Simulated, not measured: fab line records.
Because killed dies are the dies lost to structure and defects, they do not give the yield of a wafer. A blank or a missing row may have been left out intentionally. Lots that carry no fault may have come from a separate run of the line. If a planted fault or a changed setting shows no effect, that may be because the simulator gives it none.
fab line records | flow n5_finfet
[record] lots = 7 | wafers = 39
route steps=1938 shown FIN_CUT@173 SDB@373 BEOL_M2@890
start_h: hours from the record's first day to the start of the lot's first wafer shown | wait_h: time in hours since the lot's previous step | " as in the row above | L1.1+2: one row covering several wafers at once | - no value present, or no start provided | * or withheld: withheld | < > ~ a bound
route shown NAME@n: names a module that has steps shown in the file, with the first one's number in the route | usual: mean/standard deviation of fault-free wafers | same: alike in all rows | chamber/n: place in a boat | sites: readings site by site | _std_site: standard deviation across them | _edge_site: outer sites' mean less inner sites' | radius_mm: for every site, how far away it sits from the centre of the wafer | mask NAME#n: copy n | behind: the tool/chamber that last shaped the wafer | hold: cause of the lot's hold/its duration in hours/its outcome | device: which transistor (n, p or np) failed to switch | end of line: tests of these same wafers at the route's end | where a step has no rows: the recipe by itself | killed: at the first sort, the dies lost to defects and structure; wafer yield is something else | map: per-die view of a wafer (x killed, . not killed, _ where there is no die)
set.NAME: the run value of the setting; set.NAME@STEP: its run value at that earlier step | model.NAME: the simulator's own value behind a step, which no gauge read
lots run with intentionally changed settings; tables by step, rows by wafer
[[steps]]
[step N5_FIN_CUT_CUT_ETCH_26]
[recipe] chemistry = CH3F/O2 | target = SiNx | target_depth_a = 390 | mask_material = SOC | time_s = 55.7 | pressure_mtorr = 30 | source_w = 395 | bias_w = 73 | Ar_flow_sccm = 150 | CH3F_flow_sccm = 30 | O2_flow_sccm = 20 | ion_energy_ev = 120
lot.wafer | tool        | chamber | start_h | wait_h | set.time_s | model.etch.depth_nm | model.SOC_of_FIN_CUT_COAT_18.thk_nm
L080.1    | rie_diel-01 | 0       | 65.61   | 0.0    | 27.53      | 18.75               | 222.2
L080.2    | "           | 1       | "       | "      | 55.7       | 36.36               | 214.6
L080.3    | "           | 2       | "       | "      | 27.53      | 19.2                | 220.8
L080.4    | "           | 3       | "       | "      | 27.53      | 18.85               | 221.8
L080.5    | "           | 3       | "       | "      | 55.7       | 38.19               | 212.8
L080.6    | "           | 2       | "       | "      | 55.7       | 38.45               | 213.6
L082.2    | rie_diel-06 | 1       | 76.59   | 0.0    | 55.7       | 39.27               | 212
L082.4    | "           | 3       | "       | "      | 55.7       | 40.35               | 212.2
L082.6    | "           | 1       | "       | "      | 55.7       | 39                  | 212.8
L087.1    | rie_diel-06 | 0       | 105.86  | 0.0    | 65.82      | 46.97               | 208.8
L087.2    | "           | 2       | "       | "      | 55.7       | 39.97               | 212.2
L087.3    | "           | 1       | "       | "      | 55.7       | 39.01               | 212.4
L087.4    | "           | 0       | "       | "      | 65.82      | 46.88               | 208
L087.5    | "           | 2       | "       | "      | 55.7       | 40.07               | 212
L087.6    | "           | 1       | "       | "      | 65.82      | 46.28               | 208.8
L090.1    | rie_diel-05 | 3       | 123.88  | 0.0    | 55.7       | 37.86               | 211.4
L090.2    | "           | 0       | "       | "      | 86.13      | 64.23               | 200
L090.3    | "           | 1       | "       | "      | 55.7       | 38.11               | 211.2
L090.4    | "           | 2       | "       | "      | 86.13      | 59.77               | 201.4
L090.5    | "           | 1       | "       | "      | 55.7       | 38.47               | 211.4
L090.6    | "           | 2       | "       | "      | 86.13      | 59.17               | 201.6
L091.1    | rie_diel-05 | 3       | 129.32  | 0.0    | 55.7       | 37.9                | 212
L091.2    | "           | 0       | "       | "      | 42.41      | 31.34               | 213.6
L091.3    | "           | 1       | "       | "      | 55.7       | 38.61               | 210.8
L091.4    | "           | 2       | "       | "      | 55.7       | 38.31               | 210.6
L091.5    | "           | 1       | "       | "      | 42.41      | 29.05               | 215.4
L091.6    | "           | 0       | "       | "      | 42.41      | 31.58               | 214.2
L094.1    | rie_diel-06 | 0       | 146.51  | 0.0    | 55.7       | 39.43               | 212
L094.2    | "           | 1       | "       | "      | 55.7       | 38.49               | 212.2
L094.3    | "           | 2       | "       | "      | 82.5       | 59.36               | 202.8
L094.4    | "           | 3       | "       | "      | 55.7       | 40.06               | 211.4
L094.5    | "           | 2       | "       | "      | 82.5       | 59.54               | 202.4
L094.6    | "           | 1       | "       | "      | 82.5       | 57.65               | 203.2
L095.1    | rie_diel-06 | 0       | 153.49  | 0.0    | 70.42      | 49.27               | 205.8
L095.2    | "           | 2       | "       | "      | 55.7       | 39.93               | 209.4
L095.3    | "           | 3       | "       | "      | 70.42      | 50.15               | 205.2
L095.4    | "           | 1       | "       | "      | 55.7       | 38.76               | 210.4
L095.5    | "           | 2       | "       | "      | 70.42      | 50.1                | 205.2
L095.6    | "           | 1       | "       | "      | 55.7       | 38.88               | 210.8
[step N5_FIN_CUT_CUT_ETCH_27]
[recipe] chemistry = CHF3/O2 | target = SiO2 | target_depth_a = 40 | mask_material = SOC | overetch_a = 20 | time_s = 4.9 | pressure_mtorr = 30 | source_w = 650 | bias_w = 170 | Ar_flow_sccm = 200 | CHF3_flow_sccm = 50 | O2_flow_sccm = 5 | ion_energy_ev = 200
[step N5_FIN_CUT_PRECLEAN_35]
[recipe] time_s = 13.3 | temp_c = 45 | pressure_torr = 125 | p_hf_torr = 3 | p_coreactant_torr = 25 | chemistry = vHF
[step N5_FIN_CUT_CUT_ETCH_15]
[recipe] chemistry = HBr/Cl2/O2 | target = Si | target_depth_a = 1000 | bt_time_s = 10 | mask_material = SOC | time_s = 42.4 | ion_energy_ev = * | bias_w = * | pressure_mtorr = 10 | icp_w = 800 | HBr_flow_sccm = 150 | Cl2_flow_sccm = 80 | O2_flow_sccm = 12
lot.wafer | tool      | chamber | start_h | wait_h | set.time_s@FIN_CUT_CUT_ETCH_26 | model.SOC_of_FIN_CUT_COAT_18.thk_nm
L080.1    | rie_si-03 | 3       | 65.80   | 0.1    | 27.53                          | 181.6
L080.2    | "         | 0       | "       | "      | 55.7                           | 174.2
L080.3    | "         | 1       | "       | "      | 27.53                          | 179.2
L080.4    | "         | 2       | "       | "      | 27.53                          | 179.6
L080.5    | "         | 3       | "       | "      | 55.7                           | 172.2
L080.6    | "         | 2       | "       | "      | 55.7                           | 171.4
L082.2    | rie_si-03 | 2       | 76.94   | 0.1    | 55.7                           | 169.2
L082.4    | "         | 0       | "       | "      | 55.7                           | 171
L082.6    | "         | 1       | "       | "      | 55.7                           | 170.8
L087.1    | rie_si-03 | 0       | 106.06  | 0.1    | 65.82                          | 167.4
L087.2    | "         | 3       | "       | "      | 55.7                           | 170.8
L087.3    | "         | 1       | "       | "      | 55.7                           | 170.2
L087.4+6  | "         | 0,1     | "       | "      | 65.82                          | 167
L087.5    | "         | 3       | "       | "      | 55.7                           | 171
L090.1    | rie_si-06 | 2       | 124.07  | 0.1    | 55.7                           | 169.4
L090.2    | "         | 1       | "       | "      | 86.13                          | 158.8
L090.3    | "         | 0       | "       | "      | 55.7                           | 169.6
L090.4    | "         | 3       | "       | "      | 86.13                          | 160.4
L090.5    | "         | 1       | "       | "      | 55.7                           | 169.8
L090.6    | "         | 0       | "       | "      | 86.13                          | 160.2
L091.1    | rie_si-03 | 0       | 129.51  | 0.1    | 55.7                           | 170.2
L091.2    | "         | 1       | "       | "      | 42.41                          | 171.8
L091.3    | "         | 3       | "       | "      | 55.7                           | 170
L091.4    | "         | 2       | "       | "      | 55.7                           | 169.2
L091.5    | "         | 0       | "       | "      | 42.41                          | 173.2
L091.6    | "         | 1       | "       | "      | 42.41                          | 172.6
L094.1+2  | rie_si-01 | 2,3     | 146.71  | 0.1    | 55.7                           | 170.6
L094.3    | "         | 1       | "       | "      | 82.5                           | 161
L094.4    | "         | 0       | "       | "      | 55.7                           | 169.6
L094.5    | "         | 3       | "       | "      | 82.5                           | 160.6
L094.6    | "         | 2       | "       | "      | 82.5                           | 161.6
L095.1    | rie_si-01 | 1       | 153.68  | 0.1    | 70.42                          | 164.4
L095.2    | "         | 0       | "       | "      | 55.7                           | 168.2
L095.3    | "         | 3       | "       | "      | 70.42                          | 163.6
L095.4    | "         | 2       | "       | "      | 55.7                           | 169.4
L095.5    | "         | 0       | "       | "      | 70.42                          | 164
L095.6    | "         | 3       | "       | "      | 55.7                           | 169.2
[step N5_SDB_ALD_29]
[recipe] material = SiNx | target_thk_a = 300 | temp_c = 400 | ald_precursor_family = SiH2I2 | ald_co_reactant = N2/H2-plasma | pulse_time_s = 1 | ald_cycles = 600 | purge_time_s = 2 | co_reactant_purge_time_s = 2 | pressure_torr = 2
lot.wafer  | tool       | chamber | start_h | wait_h | set.ald_cycles | model.SiNx_of_SDB_ALD_29.thk_nm
L080.1     | ald_sin-01 | 1       | 107.48  | 0.0    | 600            | 30.4
L080.2     | "          | 2       | "       | "      | 913            | 45.8
L080.3     | "          | 3       | "       | "      | 913            | 45.4
L080.4     | "          | 0       | "       | "      | 600            | 29.8
L080.5     | "          | 1       | 108.83  | 1.4    | 600            | 30
L080.6     | "          | 3       | "       | "      | 913            | 45.6
L082.2     | ald_sin-02 | 3       | 117.03  | 0.0    | 600            | 30.2
L082.4+6   | "          | 0,1     | "       | "      | 600            | 30
L087.1     | ald_sin-03 | 2       | 143.46  | 0.0    | 941            | 46.8
L087.2+5   | "          | 1,2     | "       | "      | 600            | 29.8
L087.3     | "          | 3       | "       | "      | 941            | 47
L087.4     | "          | 0       | "       | "      | 600            | 30
L087.6     | "          | 3       | 144.81  | 1.4    | 941            | 47.2
L090.1+3   | ald_sin-02 | 3,0     | 163.38  | 0.0    | 600            | 30
L090.2     | "          | 2       | "       | "      | 357            | 18.2
L090.4     | "          | 1       | "       | "      | 600            | 29.8
L090.5     | "          | 3       | 164.73  | 1.4    | 357            | 18
L090.6     | "          | 0       | "       | "      | 357            | 17.8
L091.1+5   | ald_sin-02 | 1       | 166.48  | 0.0    | 600            | 29.8
L091.2     | "          | 2       | "       | "      | 600            | 30.2
L091.3+4+6 | "          | 0,3,0   | "       | "      | 600            | 30
L094.1     | ald_sin-02 | 2       | 186.65  | 0.0    | 600            | 30.2
L094.2     | "          | 1       | "       | "      | 600            | 29.8
L094.3     | "          | 3       | "       | "      | 600            | 30
L094.4     | "          | 0       | "       | "      | 304            | 15.2
L094.5     | "          | 2       | 188.00  | 1.4    | 304            | 15.6
L094.6     | "          | 3       | "       | "      | 304            | 15.4
L095.1+6   | ald_sin-02 | 1       | 195.20  | 0.5    | 716            | 35.4
L095.2     | "          | 3       | "       | "      | 716            | 35.8
L095.3+5   | "          | 0       | "       | "      | 600            | 30
L095.4     | "          | 3       | 196.55  | 1.9    | 600            | 29.8
[step N5_SDB_CMP_30]
[recipe] stop_on = poly-Si | t_overpolish_s = 1.54 | post_cmp_clean = alkaline_brush | down_force_psi = 4.1491 | platen_rpm = 51.796 | pad_velocity_m_s = 1.0306 | target_thk_nm = 30
lot.wafer  | tool   | chamber | start_h | wait_h | set.ald_cycles@SDB_ALD_29 | model.SiNx_of_SDB_ALD_29.thk_nm
L080.4     | cmp-01 | 1       | 110.21  | 1.4    | 600                       | 29.8
L080.1     | "      | 2       | "       | "      | 600                       | 30.4
L080.2     | "      | 3       | "       | "      | 913                       | 31.4
L080.3     | "      | 0       | "       | "      | 913                       | 31.6
L080.6     | "      | 1       | "       | "      | 913                       | 29.6
L080.5     | "      | 2       | "       | "      | 600                       | 30
L082.4+6   | cmp-01 | 1,3     | 119.84  | 1.5    | 600                       | 30
L082.2     | "      | 2       | "       | "      | 600                       | 30.2
L087.2+5   | cmp-01 | 3,0     | 146.19  | 1.4    | 600                       | 29.8
L087.3     | "      | 0       | "       | "      | 941                       | 30.8
L087.1     | "      | 1       | "       | "      | 941                       | 26.6
L087.4     | "      | 2       | "       | "      | 600                       | 30
L087.6     | "      | 3       | "       | "      | 941                       | 28.8
L090.3+1   | cmp-04 | 0,1     | 166.12  | 1.4    | 600                       | 30
L090.2     | "      | 2       | "       | "      | 357                       | 18.2
L090.4     | "      | 3       | "       | "      | 600                       | 29.8
L090.5     | "      | 0       | "       | "      | 357                       | 18
L090.6     | "      | 1       | "       | "      | 357                       | 17.8
L091.1+5   | cmp-04 | 2,3     | 169.22  | 1.4    | 600                       | 29.8
L091.4+3+6 | "      | 3,0,2   | "       | "      | 600                       | 30
L091.2     | "      | 1       | "       | "      | 600                       | 30.2
L094.2     | cmp-04 | 2       | 189.56  | 1.6    | 600                       | 29.8
L094.1     | "      | 3       | "       | "      | 600                       | 30.2
L094.3     | "      | 0       | "       | "      | 600                       | 30
L094.4     | "      | 1       | "       | "      | 304                       | 15.2
L094.6     | "      | 2       | "       | "      | 304                       | 15.4
L094.5     | "      | 3       | "       | "      | 304                       | 15.6
L095.3+5   | cmp-04 | 0       | 197.93  | 1.4    | 600                       | 30
L095.4     | "      | 1       | "       | "      | 600                       | 29.8
L095.1     | "      | 2       | "       | "      | 716                       | 31
L095.2     | "      | 3       | "       | "      | 716                       | 29.2
L095.6     | "      | 1       | "       | "      | 716                       | 30
[step N5_BEOL_M2_TRENCH_ETCH_37]
[recipe] chemistry = C4F6/O2 | target_depth_a = 555.55 | target = SiOC | time_s = 29.2 | ion_energy_ev = 250 | pressure_mtorr = 30 | source_w = 355 | bias_w = 185 | Ar_flow_sccm = 300 | C4F6_flow_sccm = 10 | O2_flow_sccm = 10
lot.wafer | tool        | chamber | start_h | wait_h | set.target_depth_a | model.BEOL_M2.feature_depth_nm | model.etch.depth_nm | model.TiN_of_BEOL_M2_HM_DEP_02.thk_nm
L080.1    | rie_diel-02 | 0       | -       | -      | 555.55             | 53.4                           | 53.45               | 17.6
L080.2    | "           | 1       | "       | "      | 555.55             | 57.8                           | 57.72               | 17.4
L080.3    | "           | 3       | "       | "      | 702                | 72.6                           | 72.51               | 16.8
L080.4    | "           | 2       | "       | "      | 702                | 72.2                           | 72.16               | 17
L080.5    | "           | 0       | "       | "      | 555.55             | 53.2                           | 53.17               | 17.6
L080.6    | "           | 3       | "       | "      | 702                | 73                             | 73.01               | 16.8
L082.2    | rie_diel-02 | 1       | -       | -      | 555.55             | 57.4                           | 57.49               | 17.6
L082.4    | "           | 0       | "       | "      | 555.55             | 54                             | 53.94               | 17.8
L082.6    | "           | 1       | "       | "      | 555.55             | 57.8                           | 57.78               | 17.4
L087.1    | rie_diel-03 | 0       | -       | -      | 555.55             | 55.2                           | 55.24               | 18.2
L087.2    | "           | 3       | "       | "      | 257.3              | 26.4                           | 26.46               | 19.4
L087.3    | "           | 2       | "       | "      | 555.55             | 54.4                           | 54.33               | 18.2
L087.4    | "           | 1       | "       | "      | 257.3              | 25                             | 24.9                | 19
L087.5    | "           | 3       | "       | "      | 555.55             | 56.6                           | 56.63               | 18
L087.6    | "           | 2       | "       | "      | 257.3              | 25.2                           | 25.13               | 19.4
L090.1    | rie_diel-02 | 3       | -       | -      | 555.55             | 57.8                           | 57.83               | 18.2
L090.2    | "           | 0       | "       | "      | 250.6              | 24.6                           | 24.69               | 19.4
L090.3    | "           | 2       | "       | "      | 555.55             | 56.6                           | 56.63               | 17.8
L090.4    | "           | 1       | "       | "      | 250.6              | 26                             | 26.03               | 18.8
L090.5    | "           | 2       | "       | "      | 555.55             | 56.6                           | 56.69               | 18
L090.6    | "           | 1       | "       | "      | 250.6              | 26                             | 25.93               | 19.2
L091.1    | rie_diel-03 | 3       | -       | -      | 256.2              | 25.8                           | 25.71               | 18.8
L091.2    | "           | 1       | "       | "      | 555.55             | 53.6                           | 53.63               | 18
L091.3    | "           | 0       | "       | "      | 256.2              | 25.2                           | 25.26               | 19.4
L091.4    | "           | 2       | "       | "      | 555.55             | 53                             | 53.07               | 17.8
L091.5    | "           | 1       | "       | "      | 256.2              | 24.4                           | 24.5                | 18.8
L091.6    | "           | 2       | "       | "      | 555.55             | 53.4                           | 53.39               | 18
L094.1    | rie_diel-04 | 3       | -       | -      | 555.55             | 54.8                           | 54.77               | 17.4
L094.2    | "           | 0       | "       | "      | 555.55             | 55.4                           | 55.44               | 17.8
L094.3    | "           | 1       | "       | "      | 555.55             | 55.6                           | 55.69               | 17.6
L094.4    | "           | 2       | "       | "      | 555.55             | 58.6                           | 58.61               | 17.4
L094.5    | "           | 3       | "       | "      | 555.55             | 54.6                           | 54.68               | 17.4
L094.6    | "           | 2       | "       | "      | 555.55             | 58.4                           | 58.35               | 17.4
L095.1    | rie_diel-03 | 1       | -       | -      | 555.55             | 53                             | 52.92               | 17.8
L095.2    | "           | 0       | "       | "      | 555.55             | 54.8                           | 54.77               | 17.8
L095.3    | "           | 2       | "       | "      | 828.3              | 79.6                           | 79.55               | 16.8
L095.4    | "           | 0       | "       | "      | 555.55             | 55                             | 55.01               | 17.4
L095.5    | "           | 1       | "       | "      | 828.3              | 79.8                           | 79.84               | 16.6
L095.6    | "           | 2       | "       | "      | 828.3              | 80.8                           | 80.71               | 16.8
[step N5_BEOL_M2_ETCH_41]
[recipe] chemistry = CH3F/O2 | target = SiCN | target_depth_a = 299 | taper_deg = 2 | time_s = 52.5 | ion_energy_ev = 120 | mask_material = TiN | pressure_mtorr = 30 | source_w = 395 | bias_w = 75 | Ar_flow_sccm = 150 | CH3F_flow_sccm = 30 | O2_flow_sccm = 20
[step N5_BEOL_M2_STRIP_97]
[recipe] chemistry = N2/H2 | time_s = 10 | power_w = 450 | temp_c = 40 | pressure_mtorr = 20 | rf_frequency_hz = 6e+07 | bias_power_w = 7 | n2_flow_sccm = 200 | h2_flow_sccm = 200
[step N5_BEOL_M2_OCD_MEAS_38]
[usual] trench_depth_nm = 55.5/1.6
lot.wafer | tool   | chamber | start_h | wait_h | set.target_depth_a@BEOL_M2_TRENCH_ETCH_37 | trench_depth_nm
L080.1    | ocd-02 | -       | 174.12  | -      | 555.55                                    | 53.3
L080.2    | "      | -       | "       | "      | 555.55                                    | 57.8
L080.3    | "      | -       | "       | "      | 702                                       | 72.3
L080.4    | "      | -       | "       | "      | 702                                       | 72.5
L080.5    | "      | -       | "       | "      | 555.55                                    | 53.1
L080.6    | "      | -       | "       | "      | 702                                       | 73.1
L082.2    | ocd-02 | -       | 191.41  | -      | 555.55                                    | 57.6
L082.4    | "      | -       | "       | "      | 555.55                                    | 53.7
L082.6    | "      | -       | "       | "      | 555.55                                    | 58.0
L087.1    | ocd-02 | -       | 225.39  | -      | 555.55                                    | 55.3
L087.2    | "      | -       | "       | "      | 257.3                                     | 26.7
L087.3    | "      | -       | "       | "      | 555.55                                    | 54.3
L087.4    | "      | -       | "       | "      | 257.3                                     | 24.8
L087.5    | "      | -       | "       | "      | 555.55                                    | 57.0
L087.6    | "      | -       | "       | "      | 257.3                                     | 24.8
L090.1    | ocd-01 | -       | 235.08  | -      | 555.55                                    | 57.8
L090.2    | "      | -       | "       | "      | 250.6                                     | 24.9
L090.3    | "      | -       | "       | "      | 555.55                                    | 56.9
L090.4    | "      | -       | "       | "      | 250.6                                     | 26.3
L090.5    | "      | -       | "       | "      | 555.55                                    | 57.2
L090.6    | "      | -       | "       | "      | 250.6                                     | 26.3
L091.1    | ocd-01 | -       | 272.51  | -      | 256.2                                     | 26.0
L091.2    | "      | -       | "       | "      | 555.55                                    | 54.0
L091.3    | "      | -       | "       | "      | 256.2                                     | 25.0
L091.4    | "      | -       | "       | "      | 555.55                                    | 53.7
L091.5    | "      | -       | "       | "      | 256.2                                     | 24.4
L091.6    | "      | -       | "       | "      | 555.55                                    | 53.3
L094.1    | ocd-02 | -       | 287.87  | -      | 555.55                                    | 55.0
L094.2    | "      | -       | "       | "      | 555.55                                    | 55.0
L094.3    | "      | -       | "       | "      | 555.55                                    | 55.2
L094.4    | "      | -       | "       | "      | 555.55                                    | 58.7
L094.5    | "      | -       | "       | "      | 555.55                                    | 54.8
L094.6    | "      | -       | "       | "      | 555.55                                    | 58.6
L095.1    | ocd-01 | -       | 313.70  | -      | 555.55                                    | 52.6
L095.2    | "      | -       | "       | "      | 555.55                                    | 54.9
L095.3    | "      | -       | "       | "      | 828.3                                     | 80.0
L095.4    | "      | -       | "       | "      | 555.55                                    | 55.0
L095.5    | "      | -       | "       | "      | 828.3                                     | 79.9
L095.6    | "      | -       | "       | "      | 828.3                                     | 80.8
[step N5_BEOL_M2_HM_STRIP_39]
[recipe] chemistry = peroxide_tin_strip | material = TiN | target_depth_a = 250 | temp_c = 50 | time_s = 158
[step N5_BEOL_M2_SRD_40]
[recipe] time_s = 30 | temp_c = 23 | rinse_liquid = diw | dry = ipa_marangoni
[step N5_BEOL_M2_ECD_50]
[recipe] material = Cu | target_thk_a = 3000
[step N5_BEOL_M2_ANNEAL_51]
[recipe] temp_c = 225 | time_s = 90 | ambient = N2
[step N5_BEOL_M2_CMP_52]
[recipe] stop_on = SiOC | t_overpolish_s = 6.8 | down_force_psi = 1 | platen_rpm = 50 | clearing_platen_down_force_psi = 1.5 | clearing_platen_rpm = 50 | post_cmp_clean = cu_alkaline | target_thk_nm = 40 | clearing_platen_pad_velocity_m_s = 0.99484 | pad_velocity_m_s = 0.99484
lot.wafer | tool   | chamber | start_h | wait_h | set.target_depth_a@BEOL_M2_TRENCH_ETCH_37 | model.Cu_of_BEOL_M2_ECD_50.thk_nm
L080.1    | cmp-04 | 3       | 178.50  | 0.3    | 555.55                                    | 39.6
L080.2    | "      | 0       | "       | "      | 555.55                                    | 41.4
L080.3    | "      | 1       | "       | "      | 702                                       | 58.6
L080.4    | "      | 2       | "       | "      | 702                                       | 57
L080.5    | "      | 3       | "       | "      | 555.55                                    | 39
L080.6    | "      | 0       | "       | "      | 702                                       | 57.2
L082.4    | cmp-03 | 0       | 195.22  | 0.1    | 555.55                                    | 37.4
L082.2    | "      | 1       | "       | "      | 555.55                                    | 40.8
L082.6    | "      | 1       | "       | "      | 555.55                                    | 41.4
L087.1    | cmp-03 | 0       | 230.02  | 0.3    | 555.55                                    | 38.8
L087.4    | "      | 1       | "       | "      | 257.3                                     | 10
L087.2    | "      | 2       | "       | "      | 257.3                                     | 13.2
L087.3    | "      | 3       | "       | "      | 555.55                                    | 38.6
L087.5    | "      | 0       | "       | "      | 555.55                                    | 38.2
L087.6    | "      | 1       | "       | "      | 257.3                                     | 9.8
L090.2    | cmp-04 | 2       | 238.38  | 0.2    | 250.6                                     | 11.8
L090.4    | "      | 3       | "       | "      | 250.6                                     | 13.8
L090.3    | "      | 0       | "       | "      | 555.55                                    | 42.2
L090.1    | "      | 1       | "       | "      | 555.55                                    | 43.6
L090.5    | "      | 2       | "       | "      | 555.55                                    | 44
L090.6    | "      | 3       | "       | "      | 250.6                                     | 13.2
L091.2+6  | cmp-04 | 0       | 276.31  | 0.2    | 555.55                                    | 36
L091.1    | "      | 1       | "       | "      | 256.2                                     | 9.6
L091.4    | "      | 2       | "       | "      | 555.55                                    | 39
L091.3    | "      | 3       | "       | "      | 256.2                                     | 9
L091.5    | "      | 1       | "       | "      | 256.2                                     | 8.6
L094.4    | cmp-04 | 1       | 291.96  | 0.1    | 555.55                                    | 43
L094.3    | "      | 2       | "       | "      | 555.55                                    | 40.6
L094.2    | "      | 3       | "       | "      | 555.55                                    | 39.4
L094.1    | "      | 0       | "       | "      | 555.55                                    | 37.2
L094.5    | "      | 1       | "       | "      | 555.55                                    | 38.2
L094.6    | "      | 2       | "       | "      | 555.55                                    | 44.6
L095.2    | cmp-04 | 2       | 316.91  | 0.2    | 555.55                                    | 42.2
L095.4    | "      | 3       | "       | "      | 555.55                                    | 41.6
L095.3    | "      | 0       | "       | "      | 828.3                                     | 62.8
L095.1    | "      | 1       | "       | "      | 555.55                                    | 39.6
L095.5+6  | "      | 2,3     | "       | "      | 828.3                                     | 66.2
[step N5_BEOL_M2_THK_MEAS_53]
[recipe] thk_meas_gauge = xrf | reads = Cu_of_BEOL_M2_ECD_50
[usual] M2_THK = 41.0/2
lot.wafer | tool          | chamber | start_h | wait_h | set.target_depth_a@BEOL_M2_TRENCH_ETCH_37 | M2_THK[nm]
L080.1    | film_metro-02 | -       | 178.79  | -      | 555.55                                    | 40.0
L080.2    | "             | -       | "       | "      | 555.55                                    | 41.9
L080.3    | "             | -       | "       | "      | 702                                       | 59.2
L080.4    | "             | -       | "       | "      | 702                                       | 57.5
L080.5    | "             | -       | "       | "      | 555.55                                    | 39.4
L080.6    | "             | -       | "       | "      | 702                                       | 57.3
L082.2    | film_metro-01 | -       | 195.51  | -      | 555.55                                    | 42.1
L082.4    | "             | -       | "       | "      | 555.55                                    | 38.6
L082.6    | "             | -       | "       | "      | 555.55                                    | 42.6
L087.1    | film_metro-01 | -       | 230.32  | -      | 555.55                                    | 39.4
L087.2    | "             | -       | "       | "      | 257.3                                     | 13.4
L087.3    | "             | -       | "       | "      | 555.55                                    | 39.1
L087.4    | "             | -       | "       | "      | 257.3                                     | 10.0
L087.5    | "             | -       | "       | "      | 555.55                                    | 38.9
L087.6    | "             | -       | "       | "      | 257.3                                     | 9.9
L090.1    | film_metro-01 | -       | 238.67  | -      | 555.55                                    | 44.0
L090.2    | "             | -       | "       | "      | 250.6                                     | 11.8
L090.3    | "             | -       | "       | "      | 555.55                                    | 42.5
L090.4    | "             | -       | "       | "      | 250.6                                     | 13.9
L090.5    | "             | -       | "       | "      | 555.55                                    | 44.4
L090.6    | "             | -       | "       | "      | 250.6                                     | 13.4
L091.1    | film_metro-01 | -       | 276.61  | -      | 256.2                                     | 9.8
L091.2    | "             | -       | "       | "      | 555.55                                    | 36.5
L091.3    | "             | -       | "       | "      | 256.2                                     | 9.1
L091.4    | "             | -       | "       | "      | 555.55                                    | 39.6
L091.5    | "             | -       | "       | "      | 256.2                                     | 8.7
L091.6    | "             | -       | "       | "      | 555.55                                    | 36.8
L094.1    | film_metro-01 | -       | 292.25  | -      | 555.55                                    | 37.8
L094.2    | "             | -       | "       | "      | 555.55                                    | 40.1
L094.3    | "             | -       | "       | "      | 555.55                                    | 41.4
L094.4    | "             | -       | "       | "      | 555.55                                    | 43.9
L094.5    | "             | -       | "       | "      | 555.55                                    | 38.9
L094.6    | "             | -       | "       | "      | 555.55                                    | 45.5
L095.1    | film_metro-02 | -       | 317.21  | -      | 555.55                                    | 39.9
L095.2    | "             | -       | "       | "      | 555.55                                    | 42.4
L095.3    | "             | -       | "       | "      | 828.3                                     | 63.0
L095.4    | "             | -       | "       | "      | 555.55                                    | 41.6
L095.5    | "             | -       | "       | "      | 828.3                                     | 66.5
L095.6    | "             | -       | "       | "      | 828.3                                     | 67.1
[[key]]
[split] step = N5_FIN_CUT_CUT_ETCH_26 | setting = time_s | stated = 55.7 | by = wafer
[response] step = N5_FIN_CUT_CUT_ETCH_26 | reading = model.etch.depth_nm | change = +0.394 | per = 1% | r = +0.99
[response] step = N5_FIN_CUT_CUT_ETCH_26 | reading = model.SOC_of_FIN_CUT_COAT_18.thk_nm | change = -0.177 | per = 1% | r = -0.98
[response] step = N5_FIN_CUT_CUT_ETCH_15 | reading = model.SOC_of_FIN_CUT_COAT_18.thk_nm | change = -0.171 | per = 1% | r = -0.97
[split] step = N5_SDB_ALD_29 | setting = ald_cycles | stated = 600 | by = wafer
[response] step = N5_SDB_ALD_29 | reading = model.SiNx_of_SDB_ALD_29.thk_nm | change = +0.298 | per = 1% | r = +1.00
[response] step = N5_SDB_CMP_30 | reading = model.SiNx_of_SDB_ALD_29.thk_nm | shape = bent | at_lowest = 15.4 | at_stated = 29.97 | at_highest = 28.73
[split] step = N5_BEOL_M2_TRENCH_ETCH_37 | setting = target_depth_a | stated = 555.55 | by = wafer
[response] step = N5_BEOL_M2_TRENCH_ETCH_37 | reading = model.BEOL_M2.feature_depth_nm | change = +0.553 | per = 1% | r = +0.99
[response] step = N5_BEOL_M2_TRENCH_ETCH_37 | reading = model.etch.depth_nm | change = +0.554 | per = 1% | r = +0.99
[response] step = N5_BEOL_M2_TRENCH_ETCH_37 | reading = model.TiN_of_BEOL_M2_HM_DEP_02.thk_nm | change = -0.0205 | per = 1% | r = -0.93
[response] step = N5_BEOL_M2_OCD_MEAS_38 | reading = trench_depth_nm | change = +0.558 | per = 1% | r = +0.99
[response] step = N5_BEOL_M2_CMP_52 | reading = model.Cu_of_BEOL_M2_ECD_50.thk_nm | change = +0.528 | per = 1% | r = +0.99
[response] step = N5_BEOL_M2_THK_MEAS_53 | reading = M2_THK | change = +0.535 | per = 1% | r = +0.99
